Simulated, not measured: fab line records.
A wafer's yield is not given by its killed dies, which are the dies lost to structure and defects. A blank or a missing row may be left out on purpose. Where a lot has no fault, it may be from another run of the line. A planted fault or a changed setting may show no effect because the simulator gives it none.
Chamber matching	flow nand-harc	NHARC_P_M0_CMP_23 on cmp-01 has 4 sister chambers
The step polishes, t overpolish 20 s, target thk 117.54 nm. 4 wafers are shown with their chamber, then 11 later ones without.

== WAFERS PAIRED WITH THEIR CHAMBERS ==
wafer	chamber	motor-current-A (A)
L087.2	2	13.6
L091.3	1	12.3
L091.4	3	10.6
L093.1	0	11.5

== WAFERS WHOSE CHAMBER IS MISSING ==
wafer	motor-current-A (A)
L093.3	13.7
L093.4	10.3
L095.1	13.0
L095.2	12.2
L095.5	13.7
L096.1	12.4
L096.2	12.8
L096.5	12.8
L097.2	13.7
L097.3	11.8
L097.4	12.9

== WHICH CHAMBER EACH ONE RAN IN ==
wafer	from the rows above	in truth
L093.3	2	2
L093.4	3	3
L095.1	can't be placed: 2 or 1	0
L095.2	can't be placed: 1 or 0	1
L095.5	2	2
L096.1	1	1
L096.2	can't be placed: 1 or 2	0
L096.5	can't be placed: 1 or 2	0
L097.2	2	2
L097.3	can't be placed: 0 or 1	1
L097.4	can't be placed: 1 or 2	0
Placed correctly: 5 of 11. Not placeable from these rows: 6 (in 2, the candidates include the true chamber). Placed wrongly: 0.
How it was worked out, from the rows above alone: a wafer's distance from a chamber is the root of the sum, over the readings, of the square of ((its reading less the chamber's mean) divided by the reading's scatter). The wafer belongs to the nearest chamber; if the next one is less than 2 further off, it can't be placed. Each chamber's mean is taken over the wafers shown for it. The scatter: root of mean squared gap, hidden wafer to nearest shown wafer, with one shown wafer a chamber.
